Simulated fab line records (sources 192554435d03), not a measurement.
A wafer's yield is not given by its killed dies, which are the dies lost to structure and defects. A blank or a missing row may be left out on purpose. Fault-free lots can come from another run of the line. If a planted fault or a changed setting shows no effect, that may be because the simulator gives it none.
Comparing a struck lot with a sound one :: flow n5_finfet :: 18 steps out of a route of 1938
Sound: wafers L374.1, L374.4, L374.6. Struck: wafer L379.6 (L379.2, L379.5, from the same lot, were not struck and are left out); the cause is given at the end.
Each step with rows lists, per side, the tool, then ch with its chambers, then its first start. Under that, the readings that differ: sound wafers :: struck wafers :: difference of the means :: sigmas: that difference in standard deviations of wafers without a fault.
alike: readings whose means differ by less than 2 such deviations, and words and numbers that are the same on both sides. not compared: withheld readings, readings that some wafer has no value for, bounds like >300 that may hide the same value, and numbers for which the record gives no deviation and whose values overlap.
The two part at a step that has a row with sigmas, a row that says differs or no value, or rows on one side only. Non-overlapping numbers with no deviation appear without sigmas and do not part them. Lack of a reading on every wafer of one side parts them only where that side has two or more wafers.

N5_FIN_SAQP_THK_MEAS_05:
  sound: film_metro-02 at day 3 15:12; struck: film_metro-02 at day 4 20:46
  alike: thk_nm
N5_FIN_SAQP_PECVD_47: deposits a-Si from SiH4/He, target thk 45 nm, time 36.3 s.
  sound on pecvd-01 ch 1,2, day 3 15:14; struck on pecvd-04 ch 1, day 4 20:48
reading: heater_power_outer_w (W)
sound: 721 479 725
struck: 422
difference: -220
sigmas: -2

reading: heater_power_w (W)
sound: 1111 788 1064
struck: 696
difference: -292
sigmas: -2

reading: showerhead_plenum_p_Torr (Torr)
sound: 5.77 5.68 5.80
struck: 5.61
difference: -0.14
sigmas: -2
  alike: throttle_valve_pct
N5_FIN_SAQP_PECVD_48: deposits SiNx from SiH4/NH3/N2, target thk 25 nm, time 22.1 s.
  sound on pecvd-01 ch 1,2, day 3 15:17; struck on pecvd-04 ch 1, day 4 20:50
reading: heater_power_outer_w (W)
sound: 581 365 582
struck: 311
difference: -198
sigmas: -2

reading: heater_power_w (W)
sound: 924 661 900
struck: 547
difference: -281
sigmas: -2

reading: showerhead_plenum_p_Torr (Torr)
sound: 5.31 5.13 5.31
struck: 5.06
difference: -0.19
sigmas: -3
  alike: throttle_valve_pct
N5_FIN_SAQP_PECVD_06: deposits a-Si from SiH4/He, target thk 60 nm, time 48.1 s.
  sound on pecvd-01 ch 1,2, day 3 15:19; struck on pecvd-04 ch 1, day 4 20:53
reading: heater_power_outer_w (W)
sound: 753 402 728
struck: 434
difference: -194
sigmas: -2

reading: heater_power_w (W)
sound: 1125 692 1102
struck: 687
difference: -286
sigmas: -2

reading: showerhead_plenum_p_Torr (Torr)
sound: 5.77 5.67 5.76
struck: 5.61
difference: -0.12
sigmas: -2
  alike: throttle_valve_pct
N5_FIN_SAQP_THK_MEAS_07:
  sound: film_metro-02 at day 3 15:25; struck: film_metro-02 at day 4 20:58
reading: thk_nm (nm)
sound: 60.4 60.9 61.5
struck: 59.5
difference: -1.4
sigmas: -2
N5_FIN_SAQP_HM_DEP_72: deposits SiO2 from SiH4/N2O, target thk 12 nm, time 7.2 s.
  sound on pecvd-04 ch 0,1,2, day 3 15:26; struck on pecvd-04 ch 1, day 4 21:00
  alike: heater_power_outer_w, heater_power_w, showerhead_plenum_p_Torr
then, 6 steps without rows for these wafers: N5_FIN_SAQP_COAT_49 (time 60 s, resist thk 100 nm); N5_FIN_SAQP_COAT_50 (time 60 s, resist thk 35 nm); N5_FIN_SAQP_COAT_10 (resist thk 90 nm); N5_FIN_SAQP_EBR_12; N5_FIN_SAQP_SOFTBAKE_11 (time 60 s); N5_FIN_SAQP_EXPOSE_13 (exposes mask FIN CORE, target cd 35.6 nm).
N5_FIN_SAQP_PEB_14: peb time 60 s.
  sound on litho_track-04 ch 0, day 3 15:42; struck on litho_track-04 ch 0, day 4 21:23
then, 1 step without rows for these wafers: N5_FIN_SAQP_DEVELOP_15 (develop time 30 s).
N5_FIN_SAQP_CD_MEAS_16 targets a cd of 35.6 nm.
  sound on cd_sem-03 ch 0, day 3 15:46; struck on cd_sem-03 ch 0, day 4 21:27
reading: cd_nm (nm)
sound: 35.7 35.7 35.7
struck: 31.8
difference: -3.9
sigmas: -13
N5_FIN_SAQP_OVL_MEAS_17:
  sound on overlay-02 ch 0, day 3 15:49; struck on overlay-02 ch 0, day 4 21:29
  alike: FIN_CORE_OVL
-- the record jumps here: 7 days lie between the struck wafers' starts before and after (it left off in module FIN_SAQP and takes up again in module BEOL_M4, whose first step shown is number 1111 of the route) --
N5_BEOL_M4_RC_MEAS_101:
  sound on prober-02 ch 0, day 10 18:22; struck on prober-01 ch 0, day 11 17:28
  alike: DIBL_N, DIBL_P, IOFF_N, IOFF_P, ION_N, ION_P, SS_N, SS_P, VT_N, VT_P
-- a jump in the record: the struck wafers' starts before and after are 4 days apart (it breaks off in module BEOL_M4 and resumes in module PASSIVATION, where the first step shown is number 1936 of the route) --
N5_PASSIVATION_PROBE_49:
  only the struck wafers here have rows in the record (prober-01, day 16 03:41); the sound ones have none

WHERE THEY PART
Last at N5_PASSIVATION_PROBE_49 as far as this record goes, first at N5_FIN_SAQP_PECVD_47.

WHY: whatever the simulator had introduced
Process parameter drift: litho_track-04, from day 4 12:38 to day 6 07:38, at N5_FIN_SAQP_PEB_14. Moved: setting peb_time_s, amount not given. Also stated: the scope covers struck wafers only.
